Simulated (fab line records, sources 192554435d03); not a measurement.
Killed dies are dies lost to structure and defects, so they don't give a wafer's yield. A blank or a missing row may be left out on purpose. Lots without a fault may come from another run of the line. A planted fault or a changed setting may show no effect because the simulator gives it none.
Split-lot experiment | flow n5_finfet | 7 lots, 21 wafers read, on a route of 1938 steps

THE SPLIT
At N5_GATE_CUT_DESCUM_18 (chemistry O2, time 7 s), the setting time_s was moved away from the recipe's 7 s on 9 of the 21 wafers read, by -22.2% to +11.7%. The other wafers ran this setting at the recipe's value.

FROM THE SPLIT TO THE READING: what the file shows between them, 1 step
- N5_GATE_CUT_ETCH_28: etches underlayer in N2/H2, target depth 13 nm, time 10.4 s

THE READING
CAR-EUV_of_GATE_CUT_COAT_07.thk_nm (the simulator's own value, which no gauge read), in nm, at N5_GATE_CUT_ETCH_36 (etches SiARC in CF4, target depth 13 nm, time 21.7 s). The file gives no usual value for it. The 12 wafers here that ran the recipe average 6.8 nm, standard deviation 0.055 nm.

wafer  | tool, chamber at the split | time_s as run, s | against the recipe | CAR-EUV_of_GATE_CUT_COAT_07.thk_nm, nm | against lot-mates on the recipe
L077.2 | rie_diel-03, 0             | 7                | recipe             | 6.8                                    | -
L077.5 | rie_diel-03, 3,0           | 6.397            | -8.6%              | 7.2                                    | +0.4
L077.6 | rie_diel-03, 3,0           | 6.397            | -8.6%              | 7.2                                    | +0.4
L080.2 | rie_diel-03, 3             | 7                | recipe             | 7                                      | -
L080.3 | rie_diel-03, 1             | 7                | recipe             | 6.8                                    | -
L080.5 | rie_diel-03, 1             | 7                | recipe             | 6.8                                    | -
L083.1 | rie_diel-03, 2             | 7.821            | +11.7%             | 6.4                                    | -0.4
L083.6 | rie_diel-03, 2             | 7.821            | +11.7%             | 6.4                                    | -0.4
L083.2 | rie_diel-03, 1             | 7                | recipe             | 6.8                                    | -
L087.2 | rie_diel-06, 3             | 7                | recipe             | 6.8                                    | -
L087.3 | rie_diel-06, 2             | 5.448            | -22.2%             | 7.6                                    | +0.8
L087.6 | rie_diel-06, 3             | 5.448            | -22.2%             | 7.6                                    | +0.8
L088.3 | rie_diel-06, 0             | 7.538            | +7.7%              | 6.8                                    | +0.0
L088.4 | rie_diel-06, 1             | 7                | recipe             | 6.8                                    | -
L088.5 | rie_diel-06, 0             | 7.538            | +7.7%              | 6.6                                    | -0.2
L093.2 | rie_diel-06, 1             | 7                | recipe             | 6.8                                    | -
L093.6 | rie_diel-06, 1             | 7                | recipe             | 6.8                                    | -
L093.4 | rie_diel-06, 0             | 7.507            | +7.2%              | 6.6                                    | -0.2
L095.2 | rie_diel-06, 0,2,2         | 7                | recipe             | 6.8                                    | -
L095.4 | rie_diel-06, 0,2,2         | 7                | recipe             | 6.8                                    | -
L095.5 | rie_diel-06, 0,2,2         | 7                | recipe             | 6.8                                    | -
Where a row lists several chambers, the file gives one row for several wafers and doesn't say which wafer went through which chamber.

THE FIT
A straight line over all 21 wafers: CAR-EUV_of_GATE_CUT_COAT_07.thk_nm changes by -0.0343 nm for each +1% of time_s; r = -0.97; the points scatter about the line by 0.074 nm.
The same after taking each lot's own level away (the mean of its wafers on the recipe; 21 wafers): -0.0344 nm for each +1%; r = -0.97; scatter 0.075 nm.
On that fit, the largest move of time_s shifts the reading by 0.76 nm.
The lots' own levels span 6.80 to 6.87 nm, that is 1.2 times the standard deviation above.
So the lot-to-lot level changes the slope little: the two slopes agree.
Check: with one of the wafers moved furthest among these (-22.2%) left out of the fit, the line predicts +0.791 nm for it against its lot-mates. It came out at +0.8 nm against them.

OTHER SPLITS ON THESE WAFERS
These wafers also went through other splits before the reading. Each is held against what the fit with the lots' levels taken away leaves over:
other split on the same wafers       | wafers away from the commonest value | r with CAR-EUV_of_GATE_CUT_COAT_07.thk_nm (lot level and that fit taken away)
N5_SD_EPI_N_PEB_07 peb_temp_c        | 12                                   | -0.06
N5_SD_EPI_P_EPI_21 epi_growth_time_s | 7                                    | -0.25
N5_SD_ACTIVATION_LSA_01 temp_c       | 8                                    | +0.07
N5_HKMG_FIN_PEB_47 peb_time_s        | 7                                    | -0.28
N5_HKMG_FIN_COAT_06 spin_rpm         | 7                                    | +0.08

THE WHOLE CHAIN: every reading that the file lists as answering this split, in the file's order
step                  | what it does                                                | reading                                                                             | change (the file's fit)                | r (the file's)
N5_GATE_CUT_DESCUM_18 | chemistry O2, time 7 s                                      | CAR-EUV_of_GATE_CUT_COAT_07.thk_nm (the simulator's own value, which no gauge read) | -0.0381 nm for each +1% of the setting | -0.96
N5_GATE_CUT_ETCH_28   | etches underlayer in N2/H2, target depth 13 nm, time 10.4 s | CAR-EUV_of_GATE_CUT_COAT_07.thk_nm (the simulator's own value, which no gauge read) | -0.0278 nm for each +1% of the setting | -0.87
N5_GATE_CUT_ETCH_36   | etches SiARC in CF4, target depth 13 nm, time 21.7 s        | CAR-EUV_of_GATE_CUT_COAT_07.thk_nm (the simulator's own value, which no gauge read) | -0.0345 nm for each +1% of the setting | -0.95

THE FILE'S OWN FIT
CAR-EUV_of_GATE_CUT_COAT_07.thk_nm changes by -0.0345 nm for each +1% of time_s, r = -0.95.
